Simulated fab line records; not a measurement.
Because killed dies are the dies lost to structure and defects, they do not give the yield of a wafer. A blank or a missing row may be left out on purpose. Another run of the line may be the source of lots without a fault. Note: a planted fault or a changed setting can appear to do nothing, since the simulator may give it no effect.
fab line records	flow n5Finfet
[record] lots = 7	wafers = 21
route steps=1938 shown BEOL_M5@1130 BEOL_M6@1224 BEOL_M7@1305
startH: start of the lot's first displayed wafer, in hours after the record's first day	waitH: hours since the lot's step before	" unchanged from the row above	L1.1+2: several wafers, shown together as one row	- no value, or no start was given	* or withheld: withheld	< > ~ a bound
route shown NAME@n: names a module that has steps shown in the file, with the first one's number in the route	usual: mean/standard deviation of fault-free wafers	same: alike in all rows	chamber/n: place in a boat	sites: each site's reading	_std_site: the standard deviation of these	_edge_site: inner sites' mean taken away from outer sites' mean	radiusMm: how far each site lies from the wafer's centre	mask NAME#n: copy n	behind: tool/chamber where the wafer was last shaped	hold: why the lot went on hold/how many hours it stayed there/how the hold came to an end	device: transistor that didn't switch, given as n, p or np	end of line: the same wafers' tests at the end of the route	where a step has no rows: the recipe by itself	killed: dies lost to structure and defects at the first sort, not the wafer's yield	map: per-die view of a wafer (x killed, . not killed, _ where there is no die)
set.NAME: the run value of the setting; set.NAME@STEP: its run value at that earlier step	model.NAME: the simulator's own value behind a step, which no gauge read
one table per step and one row per wafer, for lots whose settings were changed on purpose
[[steps]]
[step N5_BEOL_M5_ETCH_72]
[recipe] chemistry = N2/H2	target = underlayer	targetDepthA = 65	maskMaterial = CAR-EUV	timeS = 5.2	ionEnergyEv = 200	pressureMtorr = 30	sourceW = 840	biasW = 150	n2FlowSccm = 200	h2FlowSccm = 200	ends = cleared
[usual] rfVppV = 523.1/2.7
lot.wafer	tool	chamber	startH	waitH	set.sourceW	rfVppV
L075.1	rieDiel-06	1	192.36	0.0	903.9	507.6
L075.4	"	2	"	"	903.9	508.5
L075.5	"	1	"	"	903.9	508.2
L083.3	rieDiel-05	2	235.75	0.0	710.4	554.1
L083.5	"	3	"	"	840	523.5
L083.6	"	2	"	"	840	521.5
L080.1	rieDiel-05	1	242.03	0.0	840	521.7
L080.3	"	2	"	"	789.9	534.4
L080.5	"	0	"	"	789.9	533.9
L084.1	rieDiel-02	0	248.51	0.0	840	522.6
L084.2	"	3	"	"	887.6	512.7
L084.3	"	1	"	"	840	529.7
L090.3	rieDiel-06	2	269.61	0.0	840	520.8
L090.4	"	1	"	"	772	535.5
L090.6	"	3	"	"	840	526.1
L088.1	rieDiel-06	1	291.69	0.0	840	518.9
L088.3	"	2	"	"	723.7	547.0
L088.4	"	3	"	"	723.7	554.4
L093.1	rieDiel-05	0	336.26	0.0	840	528.2
L093.3	"	2	"	"	840	520.8
L093.6	"	2	"	"	840	522.1
[step N5_BEOL_M5_ETCH_61]
[recipe] chemistry = CF4	target = SiARC	targetDepthA = 156	maskMaterial = CAR-EUV	timeS = 26	ionEnergyEv = 80	pressureMtorr = 40	sourceW = 545	biasW = 36	Ar_flow_sccm = 100	cf4FlowSccm = 100	ends = cleared
[step N5_BEOL_M5_ETCH_62]
[recipe] chemistry = N2/H2	target = SOC	targetDepthA = 750	overetchA = 150	maskMaterial = SiARC	tempC = 40	timeS = 112.5	ionEnergyEv = 200	pressureMtorr = 30	sourceW = 840	biasW = 150	n2FlowSccm = 200	h2FlowSccm = 200
lot.wafer	tool	chamber	startH	waitH	set.doseMj@BEOL_M5_EXPOSE_08	model.BEOL_M5.cdNm
L075.1	rieDiel-06	1	192.40	0.0	35.75	28
L075.4	"	2	"	"	35.75	28.2
L075.5	"	1	"	"	38.23	29.6
L083.3+5+6	rieDiel-05	2,3,2	235.80	0.0	35.75	28.2
L080.1	rieDiel-05	1	242.08	0.0	37.79	29.2
L080.3	"	2	"	"	35.75	28.2
L080.5	"	0	"	"	35.75	28.4
L084.1+3	rieDiel-02	0,1	248.56	0.0	35.75	27.8
L084.2	"	3	"	"	35.75	28.4
L090.3	rieDiel-06	2	269.65	0.0	38.29	29.8
L090.4	"	1	"	"	35.75	27.6
L090.6	"	3	"	"	35.75	27.4
L088.1	rieDiel-06	1	291.73	0.0	35.75	28.2
L088.3	"	2	"	"	35.75	28.8
L088.4	"	3	"	"	35.75	28
L093.1+3	rieDiel-05	0,2	336.31	0.0	35.75	28
L093.6	"	2	"	"	35.75	27.8
[step N5_BEOL_M5_STRIP_63]
[recipe] chemistry = N2/H2	tempC = 40	n2FlowSccm = 200	h2FlowSccm = 200	rfFrequencyHz = 6e+07
[step N5_BEOL_M5_STRIP_73]
[recipe] chemistry = N2/H2	tempC = 40	n2FlowSccm = 200	h2FlowSccm = 200	rfFrequencyHz = 6e+07
[step N5_BEOL_M5_HM_OPEN_17]
[recipe] chemistry = Cl2/BCl3	targetDepthA = 200	overetchA = 60	target = TiN	maskMaterial = SOC	ionEnergyEv = 150	pressureMtorr = 10	icpW = 1000	biasW = 126	Cl2_flow_sccm = 53.25	bcl3FlowSccm = 21.75	Ar_flow_sccm = 25
[step N5_BEOL_M5_STRIP_19]
[recipe] chemistry = O2	powerW = 400	tempC = 40	pressureMtorr = 30	rfFrequencyHz = 6e+07	biasPowerW = 0	overashFraction = 0.2	o2FlowSccm = 225
[step N5_BEOL_M5_CD_MEAS_18]
[recipe] pitchNm = 56	targetCdNm = 28
[usual] cdNm = 28.0/0.37
lot.wafer	tool	chamber	startH	waitH	set.doseMj@BEOL_M5_EXPOSE_08	cdNm
L075.1	cdSem-02	-	192.81	0.0	35.75	27.8
L075.4	"	-	"	"	35.75	28.6
L075.5	"	-	"	"	38.23	29.6
L083.3	cdSem-03	-	236.28	0.1	35.75	28.2
L083.5	"	-	"	"	35.75	28.0
L083.6	"	-	"	"	35.75	28.2
L080.1	cdSem-02	-	242.42	0.0	37.79	29.3
L080.3	"	-	"	"	35.75	28.3
L080.5	"	-	"	"	35.75	28.3
L084.1	cdSem-03	-	249.03	0.0	35.75	27.7
L084.2	"	-	"	"	35.75	28.5
L084.3	"	-	"	"	35.75	27.9
L090.3	cdSem-02	-	270.00	0.1	38.29	29.8
L090.4	"	-	"	"	35.75	27.8
L090.6	"	-	"	"	35.75	27.6
L088.1	cdSem-01	-	292.23	0.1	35.75	27.8
L088.3	"	-	"	"	35.75	28.8
L088.4	"	-	"	"	35.75	28.1
L093.1	cdSem-02	-	336.66	0.0	35.75	28.3
L093.3	"	-	"	"	35.75	28.1
L093.6	"	-	"	"	35.75	27.9
[step N5_BEOL_M5_COAT_65]
[recipe] resist = SOC	tempC = 250	timeS = 60	spinRpm = 1500	resistThkNm = 60
[step N5_BEOL_M5_COAT_66]
[recipe] resist = SiARC	tempC = 220	timeS = 60	spinRpm = 1500	resistThkNm = 12
[step N5_BEOL_M5_DESCUM_33]
[recipe] chemistry = O2	timeS = 7	sourcePowerW = 50	biasPowerW = 20	pressureMtorr = 20	rfFrequencyHz = 2.712e+07	tempC = 40	resist = CAR-EUV	o2FlowSccm = 225
[step N5_BEOL_M5_ETCH_75]
[recipe] chemistry = N2/H2	target = underlayer	targetDepthA = 65	maskMaterial = CAR-EUV	timeS = 5.2	ionEnergyEv = 200	pressureMtorr = 30	sourceW = 840	biasW = 150	n2FlowSccm = 200	h2FlowSccm = 200	ends = cleared
[step N5_BEOL_M5_ETCH_67]
[recipe] chemistry = CF4	target = SiARC	targetDepthA = 156	maskMaterial = CAR-EUV	timeS = 26	ionEnergyEv = 80	pressureMtorr = 40	sourceW = 545	biasW = 36	Ar_flow_sccm = 100	cf4FlowSccm = 100	ends = cleared
lot.wafer	tool	chamber	startH	waitH	set.doseMj@BEOL_M5_EXPOSE_08	model.BEOL_M5.cdNm
L075.1	rieDiel-06	3	194.30	0.0	35.75	28.2
L075.4	"	2	"	"	35.75	28.4
L075.5	"	2	"	"	38.23	29.6
L083.3+5	rieDiel-06	3,2	241.78	0.0	35.75	28
L083.6	"	0	"	"	35.75	28.4
L080.1	rieDiel-05	3	247.53	0.0	37.79	29.4
L080.3	"	0	"	"	35.75	28.2
L080.5	"	0	"	"	35.75	28.4
L084.1	rieDiel-02	2	249.66	0.0	35.75	27.4
L084.2	"	3	"	"	35.75	28
L084.3	"	1	"	"	35.75	27.6
L090.3	rieDiel-02	0	270.66	0.0	38.29	30
L090.4	"	3	"	"	35.75	27.4
L090.6	"	2	"	"	35.75	27.2
L088.1+3	rieDiel-05	3,0	293.79	0.0	35.75	28.6
L088.4	"	1	"	"	35.75	28.4
L093.1	rieDiel-05	0	338.33	0.0	35.75	27.8
L093.3	"	1	"	"	35.75	28
L093.6	"	2	"	"	35.75	27.6
[step N5_BEOL_M5_ETCH_68]
[recipe] chemistry = N2/H2	target = SOC	targetDepthA = 800	overetchA = 160	maskMaterial = SiARC	tempC = 40	timeS = 120	ionEnergyEv = 200	pressureMtorr = 30	sourceW = 840	biasW = 150	n2FlowSccm = 200	h2FlowSccm = 200
[step N5_BEOL_M5_STRIP_69]
[recipe] chemistry = N2/H2	tempC = 40	n2FlowSccm = 200	h2FlowSccm = 200	rfFrequencyHz = 6e+07
[step N5_BEOL_M5_PRECLEAN_42]
[recipe] chemistry = residueRemover	timeS = 60	tempC = 40
[step N5_BEOL_M5_SRD_43]
[recipe] timeS = 30	tempC = 23	rinseLiquid = diw	dry = ipaMarangoni
[step N5_BEOL_M5_CD_MEAS_35]
[recipe] targetCdNm = 28	targetCdYNm = 24	polarity = opening
[usual] cdNm = 28.1/0.36
lot.wafer	tool	chamber	startH	waitH	set.doseMj@BEOL_M5_EXPOSE_08	cdNm
L075.1	cdSem-01	-	194.82	0.0	35.75	27.8
L075.4	"	-	"	"	35.75	28.1
L075.5	"	-	"	"	38.23	29.6
L083.3	cdSem-03	-	242.30	0.0	35.75	28.3
L083.5	"	-	"	"	35.75	28.0
L083.6	"	-	"	"	35.75	28.6
L080.1	cdSem-02	-	248.05	0.0	37.79	29.2
L080.3	"	-	"	"	35.75	28.0
L080.5	"	-	"	"	35.75	28.5
L084.1	cdSem-02	-	250.18	0.0	35.75	27.6
L084.2	"	-	"	"	35.75	28.5
L084.3	"	-	"	"	35.75	27.9
L090.3	cdSem-03	-	271.18	0.0	38.29	29.9
L090.4	"	-	"	"	35.75	27.7
L090.6	"	-	"	"	35.75	27.6
L088.1	cdSem-02	-	294.32	0.0	35.75	28.4
L088.3	"	-	"	"	35.75	28.7
L088.4	"	-	"	"	35.75	28.0
L093.1	cdSem-02	-	338.85	0.0	35.75	27.7
L093.3	"	-	"	"	35.75	27.9
L093.6	"	-	"	"	35.75	28.2
[step N5_BEOL_M6_EXPOSE_25]
[recipe] maskId = V5	na = 0.33	sourceShape = annular	sigmaInner = 0.4	sigmaOuter = 0.8	polarization = unpolarized	targetCdNm = 40	doseMj = 45
lot.wafer	tool	chamber	startH	waitH	mask	set.doseMj
L075.1+5	euvScanner-02	0	208.67	-	V5#0	45
L075.4	"	0	"	"	V5#0	41.96
L083.3+6	euvScanner-01	0	256.75	-	V5#0	45.92
L083.5	"	0	"	"	V5#0	45
L080.1+5	euvScanner-02	0	257.76	-	V5#0	45
L080.3	"	0	"	"	V5#0	46.7
L084.1+2+3	euvScanner-01	0	261.62	-	V5#0	47.37
L090.3+4+6	euvScanner-02	0	281.31	-	V5#0	45
L088.1+4	euvScanner-01	0	306.17	-	V5#0	44.15
L088.3	"	0	"	"	V5#0	45
L093.1+3+6	euvScanner-02	0	352.29	-	V5#0	45
[step N5_BEOL_M6_PEB_26]
[recipe] pebTempC = 100	pebTimeS = 60	resist = CAR-EUV
[step N5_BEOL_M6_DEVELOP_27]
[recipe] developTimeS = 30	developer = TMAH	resist = CAR-EUV	rinseLiquid = surfactantRinse	dry = airSpin	devTempC = 23
[step N5_BEOL_M6_CD_MEAS_28]
[recipe] targetCdNm = 40	landingEnergyEv = 500	detector = seInlens
[usual] cdNm = 40.06/0.26
lot.wafer	tool	chamber	startH	waitH	set.doseMj@BEOL_M6_EXPOSE_25	cdNm
L075.1	cdSem-03	0	208.81	-	45	40.08
L075.4	"	0	"	"	41.96	38.66
L075.5	"	0	"	"	45	40.40
L083.3	cdSem-01	0	256.87	-	45.92	40.69
L083.5	"	0	"	"	45	40.14
L083.6	"	0	"	"	45.92	40.62
L080.1	cdSem-03	0	257.89	-	45	40.18
L080.3	"	0	"	"	46.7	41.27
L080.5	"	0	"	"	45	40.58
L084.1	cdSem-02	0	261.76	-	47.37	41.38
L084.2	"	0	"	"	47.37	40.99
L084.3	"	0	"	"	47.37	41.88
L090.3	cdSem-01	0	281.43	-	45	40.02
L090.4	"	0	"	"	45	39.74
L090.6	"	0	"	"	45	40.04
L088.1	cdSem-02	0	306.31	-	44.15	39.71
L088.3	"	0	"	"	45	39.66
L088.4	"	0	"	"	44.15	39.33
L093.1	cdSem-02	0	352.42	-	45	39.97
L093.3	"	0	"	"	45	40.29
L093.6	"	0	"	"	45	40.19
[step N5_BEOL_M6_DESCUM_33]
[recipe] chemistry = O2	timeS = 7	sourcePowerW = 50	biasPowerW = 20	pressureMtorr = 20	rfFrequencyHz = 2.712e+07	tempC = 40	resist = CAR-EUV	o2FlowSccm = 225
lot.wafer	tool	chamber	startH	waitH	set.doseMj@BEOL_M6_EXPOSE_25	model.BEOL_M6.cdNm
L075.1+5	rieDiel-04	3,0	208.98	0.1	45	40
L075.4	"	3	"	"	41.96	38.2
L083.3	rieDiel-03	3	256.99	0.0	45.92	40.4
L083.5	"	1	"	"	45	40
L083.6	"	2	"	"	45.92	40.2
L080.1	rieDiel-04	1	258.08	0.1	45	40.2
L080.3	"	2	"	"	46.7	41
L080.5	"	2	"	"	45	40.4
L084.1+2	rieDiel-04	0,1	261.89	0.0	47.37	41.2
L084.3	"	2	"	"	47.37	41.4
L090.3+4+6	rieDiel-04	1,3,0	281.55	0.0	45	40
L088.1	rieDiel-01	1	306.43	0.0	44.15	39.6
L088.3	"	2	"	"	45	39.8
L088.4	"	2	"	"	44.15	39.4
L093.1+3+6	rieDiel-04	3,0,0	352.66	0.2	45	40.2
[step N5_BEOL_M6_ETCH_72]
[recipe] chemistry = N2/H2	target = underlayer	targetDepthA = 65	maskMaterial = CAR-EUV	timeS = 5.2	ionEnergyEv = 200	pressureMtorr = 30	sourceW = 840	biasW = 150	n2FlowSccm = 200	h2FlowSccm = 200	ends = cleared
lot.wafer	tool	chamber	startH	waitH	set.doseMj@BEOL_M6_EXPOSE_25	model.BEOL_M6.cdNm
L075.1+5	rieDiel-04	3,0	209.01	0.0	45	40
L075.4	"	3	"	"	41.96	38.4
L083.3	rieDiel-03	3	257.02	0.0	45.92	40.2
L083.5	"	1	"	"	45	40.2
L083.6	"	2	"	"	45.92	40.4
L080.1+5	rieDiel-04	1,2	258.12	0.0	45	40.2
L080.3	"	2	"	"	46.7	40.8
L084.1+2+3	rieDiel-04	0,1,2	261.92	0.0	47.37	41.2
L090.3+4+6	rieDiel-04	1,3,0	281.58	0.0	45	40
L088.1+4	rieDiel-01	1,2	306.47	0.0	44.15	39.6
L088.3	"	2	"	"	45	39.8
L093.1	rieDiel-04	3	352.70	0.0	45	40.2
L093.3+6	"	0	"	"	45	40.4
[step N5_BEOL_M6_ETCH_65]
[recipe] chemistry = CF4	target = SiARC	targetDepthA = 156	maskMaterial = CAR-EUV	timeS = 26	ionEnergyEv = 80	pressureMtorr = 40	sourceW = 545	biasW = 36	Ar_flow_sccm = 100	cf4FlowSccm = 100	ends = cleared
lot.wafer	tool	chamber	startH	waitH	set.doseMj@BEOL_M6_EXPOSE_25	model.BEOL_M6.cdNm
L075.1	rieDiel-04	3	209.03	0.0	45	40
L075.4	"	3	"	"	41.96	38.4
L075.5	"	0	"	"	45	40.2
L083.3	rieDiel-03	3	257.04	0.0	45.92	40.2
L083.5	"	1	"	"	45	40.2
L083.6	"	2	"	"	45.92	40.4
L080.1	rieDiel-04	1	258.14	0.0	45	40
L080.3	"	2	"	"	46.7	40.8
L080.5	"	2	"	"	45	40.2
L084.1+2+3	rieDiel-04	0,1,2	261.94	0.0	47.37	41.2
L090.3+4+6	rieDiel-04	1,3,0	281.60	0.0	45	40
L088.1	rieDiel-01	1	306.48	0.0	44.15	39.6
L088.3	"	2	"	"	45	39.8
L088.4	"	2	"	"	44.15	39.4
L093.1+3+6	rieDiel-04	3,0,0	352.71	0.0	45	40.2
[step N5_BEOL_M6_VIA_ETCH_34]
[recipe] chemistry = C4F6/O2	target = SiCOH_lowk	targetDepthA = 1263	maskMaterial = SOC	taperDeg = 4	timeS = 50.9	ionEnergyEv = 250	pressureMtorr = 30	sourceW = 345	biasW = 185	Ar_flow_sccm = 300	C4F6_flow_sccm = 10	O2_flow_sccm = 10
lot.wafer	tool	chamber	startH	waitH	set.timeS	model.etch.depthNm	model.SOC_of_BEOL_M6_COAT_63.thkNm
L075.1	rieDiel-04	3	209.16	0.0	50.9	124.9	53.8
L075.4	"	3	"	"	42.21	103.9	54.8
L075.5	"	0	"	"	42.21	102.2	54.8
L083.3	rieDiel-03	3	257.17	0.0	50.9	128.1	54
L083.5	"	1	"	"	50.9	130.8	53.8
L083.6	"	2	"	"	50.9	130.1	53.6
L080.1	rieDiel-04	1	258.26	0.0	45.76	114.4	54.6
L080.3	"	2	"	"	50.9	129.8	53.8
L080.5	"	2	"	"	45.76	116.7	54.4
L084.1	rieDiel-04	0	262.07	0.0	50.9	123.8	54.2
L084.2	"	1	"	"	50.9	126.8	54
L084.3	"	2	"	"	50.9	130.6	53.8
L090.3	rieDiel-04	1	281.73	0.0	50.9	125.4	53.6
L090.4	"	3	"	"	50.9	124	54
L090.6	"	0	"	"	57.49	138.4	53.2
L088.1	rieDiel-01	1	306.61	0.0	50.9	127	53.8
L088.3	"	2	"	"	50.9	123.1	54
L088.4	"	2	"	"	50.9	122.3	54
L093.1	rieDiel-04	3	352.84	0.0	50.9	123.4	54.2
L093.3	"	0	"	"	50.9	123.1	54
L093.6	"	0	"	"	50.9	122.5	54.2
[step N5_BEOL_M6_ALD_77]
[recipe] material = TaN	targetThkA = 20	tempC = 275	aldPrecursorFamily = PDMAT	aldCoReactant = NH3	pressureTorr = 3	carrierFlowSccm = 1500	pulseTimeS = 2	purgeTimeS = 3	coReactantPurgeTimeS = 2	coReactantPulseTimeS = 3	aldCycles = 40	precursorVesselTempC = 75	precursorVesselPressureTorr = 26.25	precursorVesselCarrierSccm = 1000
lot.wafer	tool	chamber	startH	waitH	set.aldCycles	model.TaN_of_BEOL_M6_ALD_77.thkNm
L075.1+4+5	aldMetal-04	1,0,0	210.54	0.0	40	2
L083.3+5	aldMetal-03	0,1	258.69	0.0	37	1.8
L083.6	"	0	"	"	40	2
L080.1+3	aldMetal-02	3,2	259.21	0.1	40	2
L080.5	"	1	"	"	34	1.6
L084.1	aldMetal-04	3	263.38	0.0	40	2
L084.2+3	"	0,1	"	"	46	2.4
L090.3+4	aldMetal-02	1,0	282.88	0.0	40	2
L090.6	"	1	"	"	38	2
L088.1+3	aldMetal-03	3,1	307.52	0.1	40	2
L088.4	"	2	"	"	36	1.8
L093.1+3+6	aldMetal-02	2,1,1	353.81	0.0	40	2
[step N5_BEOL_M7_VIA_ETCH_34]
[recipe] chemistry = C4F6/O2	target = SiCOH_lowk	targetDepthA = 1255	maskMaterial = SOC	taperDeg = 4	timeS = 50.5	ionEnergyEv = 250	pressureMtorr = 30	sourceW = 345	biasW = 185	Ar_flow_sccm = 300	C4F6_flow_sccm = 10	O2_flow_sccm = 10
lot.wafer	tool	chamber	startH	waitH	set.timeS	model.etch.depthNm	model.SOC_of_BEOL_M7_COAT_63.thkNm
L075.1	rieDiel-06	2	218.51	0.0	42.2	105.7	55
L075.4	"	2	"	"	42.2	105.4	54.8
L075.5	"	0	"	"	42.2	108.1	54.6
L083.3	rieDiel-05	1	267.94	0.0	50.5	119.3	54.4
L083.5	"	0	"	"	55.24	138.4	53.6
L083.6	"	3	"	"	55.24	136.2	53.6
L080.1	rieDiel-02	0	268.16	0.0	59.95	147.4	52.6
L080.3	"	3	"	"	50.5	123.2	53.8
L080.5	"	1	"	"	50.5	119.7	54
L084.1	rieDiel-02	0	269.56	0.0	50.5	125.4	53.8
L084.2	"	1	"	"	50.5	120.9	54
L084.3	"	2	"	"	45.62	114.5	54.6
L090.3	rieDiel-02	3	291.81	0.0	39.26	96.42	55
L090.4	"	0	"	"	50.5	125.7	53.6
L090.6	"	3	"	"	39.26	95.69	55.2
L088.1	rieDiel-02	0	315.00	0.0	53.41	133.2	53.4
L088.3	"	1	"	"	50.5	118.6	54.4
L088.4	"	1	"	"	50.5	119.4	54.2
L093.1	rieDiel-02	0	361.57	0.0	50.5	125.4	53.8
L093.3	"	2	"	"	50.5	130.3	53.6
L093.6	"	0	"	"	50.5	124.9	53.8
[step N5_BEOL_M7_TRENCH_ETCH_37]
[recipe] chemistry = C4F6/O2	targetDepthA = 934.78	target = SiCOH_lowk	timeS = 31.2	ionEnergyEv = 250	pressureMtorr = 30	sourceW = 345	biasW = 185	Ar_flow_sccm = 300	C4F6_flow_sccm = 10	O2_flow_sccm = 10
[usual] rfVppV = 670/11
lot.wafer	tool	chamber	startH	waitH	set.biasW	rfVppV	model.BEOL_M7.featureDepthNm	model.etch.depthNm
L075.1	rieDiel-06	2	-	-	185	673	92.2	92.21
L075.4	"	2	"	"	158.1	591	87.8	87.72
L075.5	"	0	"	"	185	670	94.8	94.87
L083.3	rieDiel-05	1	-	-	156.9	588	84	84.01
L083.5	"	0	"	"	156.9	591	87.6	87.68
L083.6	"	3	"	"	185	656	91.8	91.71
L080.1	rieDiel-02	0	-	-	185	682	93.2	93.18
L080.3	"	3	"	"	185	653	91.2	91.22
L080.5	"	1	"	"	167.7	617	86.6	86.68
L084.1	rieDiel-02	0	-	-	214.9	767	98	98.1
L084.2	"	1	"	"	185	668	89.8	89.85
L084.3	"	2	"	"	185	655	93.4	93.42
L090.3	rieDiel-02	3	-	-	185	654	92	91.91
L090.4	"	0	"	"	185	683	94	93.9
L090.6	"	3	"	"	185	653	93	92.98
L088.1	rieDiel-02	0	-	-	217.8	776	98	98.03
L088.3	"	1	"	"	185	666	89.4	89.41
L088.4	"	1	"	"	217.8	760	93.8	93.84
L093.1	rieDiel-02	0	-	-	185	680	94	94.05
L093.3	"	2	"	"	185	653	97.2	97.26
L093.6	"	0	"	"	185	682	93.8	93.74
[[key]]
[split] step = N5_BEOL_M5_ETCH_72	setting = sourceW	stated = 840	by = wafer
[response] step = N5_BEOL_M5_ETCH_72	reading = rfVppV	change = -2.09	per = 1%	r = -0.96
[split] step = N5_BEOL_M6_EXPOSE_25	setting = doseMj	stated = 45	by = wafer
[response] step = N5_BEOL_M6_CD_MEAS_28	reading = cdNm	change = +0.227	per = 1%	r = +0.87
[response] step = N5_BEOL_M6_DESCUM_33	reading = model.BEOL_M6.cdNm	change = +0.236	per = 1%	r = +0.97
[response] step = N5_BEOL_M6_ETCH_72	reading = model.BEOL_M6.cdNm	change = +0.202	per = 1%	r = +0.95
[response] step = N5_BEOL_M6_ETCH_65	reading = model.BEOL_M6.cdNm	change = +0.22	per = 1%	r = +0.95
[split] step = N5_BEOL_M6_VIA_ETCH_34	setting = timeS	stated = 50.9	by = wafer
[response] step = N5_BEOL_M6_VIA_ETCH_34	reading = model.etch.depthNm	change = +1.24	per = 1%	r = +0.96
[response] step = N5_BEOL_M6_VIA_ETCH_34	reading = model.SOC_of_BEOL_M6_COAT_63.thkNm	change = -0.0569	per = 1%	r = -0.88
[split] step = N5_BEOL_M6_ALD_77	setting = aldCycles	stated = 40	by = wafer
[response] step = N5_BEOL_M6_ALD_77	reading = model.TaN_of_BEOL_M6_ALD_77.thkNm	change = +0.0246	per = 1%	r = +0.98
[split] step = N5_BEOL_M7_VIA_ETCH_34	setting = timeS	stated = 50.5	by = wafer
[response] step = N5_BEOL_M7_VIA_ETCH_34	reading = model.etch.depthNm	change = +1.4	per = 1%	r = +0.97
[response] step = N5_BEOL_M7_VIA_ETCH_34	reading = model.SOC_of_BEOL_M7_COAT_63.thkNm	change = -0.0728	per = 1%	r = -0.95
[split] step = N5_BEOL_M7_TRENCH_ETCH_37	setting = biasW	stated = 185	by = wafer
[response] step = N5_BEOL_M7_TRENCH_ETCH_37	reading = rfVppV	change = +5.58	per = 1%	r = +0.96
[response] step = N5_BEOL_M7_TRENCH_ETCH_37	reading = model.BEOL_M7.featureDepthNm	change = +0.403	per = 1%	r = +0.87
[response] step = N5_BEOL_M7_TRENCH_ETCH_37	reading = model.etch.depthNm	change = +0.403	per = 1%	r = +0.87
split outsideThisFile step=N5_BEOL_M5_EXPOSE_08 setting=doseMj
// split outsideThisFile: this setting was split too, and the file shows its column; the key of that split is in another file
